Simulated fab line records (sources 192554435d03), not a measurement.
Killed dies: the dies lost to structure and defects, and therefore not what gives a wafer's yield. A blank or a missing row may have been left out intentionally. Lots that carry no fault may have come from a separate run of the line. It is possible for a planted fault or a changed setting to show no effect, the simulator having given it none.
Struck lot and sound lot, side by side + flow n5Finfet + 24 steps out of a route of 1938
Sound: the wafers L451.2, L451.3, L451.6. Struck: wafer L460.4 (L460.2, L460.3, from the same lot, were not struck and are left out); the cause is given at the end.
At each step with rows: each side's tool, then ch and its chambers, then its first start. Under that, the readings that differ: sound wafers + struck wafers + difference of the means + sigmas: that difference in standard deviations of wafers without a fault.
alike: readings with means less than 2 such deviations apart, plus words and numbers identical on both sides. not compared: withheld readings, readings lacking a value on some wafer, bounds such as >300 that could conceal the same value, and numbers that have no deviation in the record and whose values overlap.
A row with sigmas, a row that says differs or no value, or rows on one side alone: a step with any of these is where the two part. Numbers that don't overlap but have no deviation are shown without sigmas and don't part them. Lack of a reading on every wafer of one side parts them only where that side has two or more wafers.

first, 3 steps without rows for these wafers: N5_FIN_SAQP_EXPOSE_13 (exposes mask FIN CORE, target cd 35.6 nm); N5_FIN_SAQP_PEB_14 (peb time 60 s); N5_FIN_SAQP_DEVELOP_15 (develop time 30 s).
N5_FIN_SAQP_CD_MEAS_16 targets a cd of 35.6 nm.
  sound on cdSem-01 ch 0, day 2 09:44; struck on cdSem-02 ch 0, day 4 16:44
  alike: cdNm
N5_FIN_SAQP_OVL_MEAS_17:
  sound on overlay-01 ch 0, day 2 09:46; struck on overlay-01 ch 0, day 4 16:46
| reading           | sound          | struck | difference | sigmas |
|-------------------|----------------|--------|------------|--------|
| FIN_CORE_OVL (nm) | -0.7 -1.9 -1.3 | 0.6    | +1.9       | +2     |
N5_FIN_SAQP_INSPECT_18: inspects for defects (brightfield).
  sound on defectInspect-01, day 2 09:48; struck on defectInspect-01, day 4 16:47
  alike: rawDefectCount
then, 1 step without rows for these wafers: N5_FIN_SAQP_DESCUM_21 (chemistry O2, time 7.9 s).
N5_FIN_SAQP_ETCH_51: etches SiARC in CF4, target depth 45.5 nm, time 75.8 s.
  sound on rieDiel-03 ch 0,1, day 2 09:54; struck on rieDiel-03 ch 3, day 4 16:52
| reading            | sound             | struck | difference | sigmas |
|--------------------|-------------------|--------|------------|--------|
| cf4FlowSccm (sccm) | 99.82 99.95 99.83 | 100.53 | +0.66      | +2     |
  alike: drypumpMotorCurrentA, etchRfOnTimeS, oesProductAu, rfFwdPowerW, rfVppV, showerheadPlenumPTorr, throttleValvePct
  not compared: rfHoursCounterH
N5_FIN_SAQP_ETCH_52: etches SOC in N2/H2, target depth 100 nm, overetch 20 nm, time 150 s.
  sound on rieDiel-03 ch 0,1, day 2 09:57; struck on rieDiel-03 ch 3, day 4 16:55
  alike: drypumpMotorCurrentA, oesProductAu, rfFwdPowerW, rfVppV, showerheadPlenumPTorr, throttleValvePct
  not compared: rfHoursCounterH
then, 3 steps without rows for these wafers: N5_FIN_SAQP_STRIP_53 (strips in N2/H2); N5_FIN_SAQP_HM_OPEN_73 (chemistry CHF3/O2, target SiO2, stops on a-Si, target depth 12 nm, time 16.8 s); N5_FIN_SAQP_STRIP_74 (strips in CHF3/O2).
N5_FIN_SAQP_MANDREL_ETCH_22: etches a-Si in HBr/Cl2, stops on SiNx, target depth 60 nm, bt time 10 s, time 30 s.
  sound on rieSi-01 ch 1,3, day 2 10:09; struck on rieSi-01 ch 1, day 4 17:07
| reading                                    | sound             | struck | difference | sigmas |
|--------------------------------------------|-------------------|--------|------------|--------|
| rfFwdPowerW (W)                            | 794.8 795.2 792.4 | 987.0  | +192.9     | +71    |
| model.SOC_of_FIN_SAQP_COAT_49.thkNm (nm)   | 75.02 75.56 74.75 | 74.55  | -0.56      |        |
| model.SiNx_of_FIN_SAQP_PECVD_48.thkNm (nm) | 24.95 25.08 25.37 | 23.89  | -1.24      |        |
  alike: drypumpMotorCurrentA, oesProductAu, throttleValvePct
  not compared: rfHoursCounterH
then, 3 steps without rows for these wafers: N5_FIN_SAQP_STRIP_55 (strips in N2/H2); N5_FIN_SAQP_STRIP_23 (strips in SPM, time 750 s); N5_FIN_SAQP_SRD_66 (time 30 s).
N5_FIN_SAQP_RECESS_75: chemistry HF/NH3, target SiO2, target depth 14.4 nm, afs cycles 3, sublimation time 60 s.
  sound on vaporEtch-02 ch 0, day 2 10:39; struck on vaporEtch-01 ch 1, day 4 17:35
| reading                  | sound          | struck | difference | sigmas |
|--------------------------|----------------|--------|------------|--------|
| drypumpMotorCurrentA (A) | 5.93 5.96 5.98 | 5.48   | -0.48      | -2     |
N5_FIN_SAQP_SPACER1_ALD_24: deposits SiO2, target thk 20.3 nm, pulse time 1 s, purge time 2 s.
  sound on aldSin-04 ch 0,1,2, day 2 11:10; struck on aldSin-04 ch 1, day 4 17:58
  alike: heaterPowerW, precursorPulseHeightRel
then, 2 steps without rows for these wafers: N5_FIN_SAQP_SPACER1_ETCHBACK_25 (etches SiO2 in CHF3/O2, target depth 24.4 nm, time 12.2 s); N5_FIN_SAQP_MANDREL1_REMOVE_56 (chemistry HBr/Cl2/O2, target a-Si, stops on SiNx, bt time 10 s).
N5_FIN_SAQP_CD_MEAS_27 targets a cd of 20 nm.
  sound on cdSem-01 ch 0, day 2 12:08; struck on cdSem-02 ch 0, day 4 18:53
  alike: cdNm
N5_FIN_SAQP_ETCH_57: etches SiNx in CH3F/O2, target depth 32.5 nm, time 46.4 s.
  sound on rieDiel-03 ch 0,2, day 2 12:10; struck on rieDiel-05 ch 0, day 4 19:10
| reading                 | sound             | struck | difference | sigmas |
|-------------------------|-------------------|--------|------------|--------|
| etchRfOnTimeS (s)       | 46.6 46.4 46.9    | 44.8   | -1.8       | -2     |
| rfFwdPowerW (W)         | 391.7 391.0 390.5 | 385.1  | -6.0       | -3     |
| model.etch.depthNm (nm) | 24.95 25.08 25.37 | 23.89  | -1.24      |        |
  alike: drypumpMotorCurrentA, oesProductAu, rfVppV, showerheadPlenumPTorr, throttleValvePct
  not compared: rfHoursCounterH
N5_FIN_SAQP_ETCH_65: etches SiO2 in CF4, target depth 4 nm, time 4.4 s.
  sound on rieSi-04 ch 0,2,3, day 2 12:17; struck on rieSi-01 ch 3, day 4 19:16
| reading                  | sound       | struck | difference | sigmas |
|--------------------------|-------------|--------|------------|--------|
| drypumpMotorCurrentA (A) | 6.3 5.9 5.9 | 4.8    | -1.2       | -3     |
  alike: cf4FlowSccm, oesProductAu, rfFwdPowerW, throttleValvePct
  not compared: rfHoursCounterH
-- the record jumps here: 12 days lie between the struck wafers' starts before and after (it left off in module FIN_SAQP and takes up again in module PASSIVATION, whose first step shown is number 1936 of the route) --
N5_PASSIVATION_PROBE_49:
  sound on prober-02, day 13 15:39; struck on prober-02, day 17 00:44
| reading            | sound      | struck | difference | sigmas |
|--------------------|------------|--------|------------|--------|
| killed_at_M0_to_M3 | 33 29 19   | 69     | +42        | +4     |
| killedDies         | 104 104 83 | 138    | +41        | +3     |
| killedOpen         | 68 66 61   | 95     | +30        | +2     |
  alike: killed_at_M4_up, killedAtContacts, killedAtFrontEnd, killedAtOther, killedShort

WHERE THEY PART
Last at N5_PASSIVATION_PROBE_49 as far as this record goes, first at N5_FIN_SAQP_OVL_MEAS_17.

WHY: whatever the simulator had introduced
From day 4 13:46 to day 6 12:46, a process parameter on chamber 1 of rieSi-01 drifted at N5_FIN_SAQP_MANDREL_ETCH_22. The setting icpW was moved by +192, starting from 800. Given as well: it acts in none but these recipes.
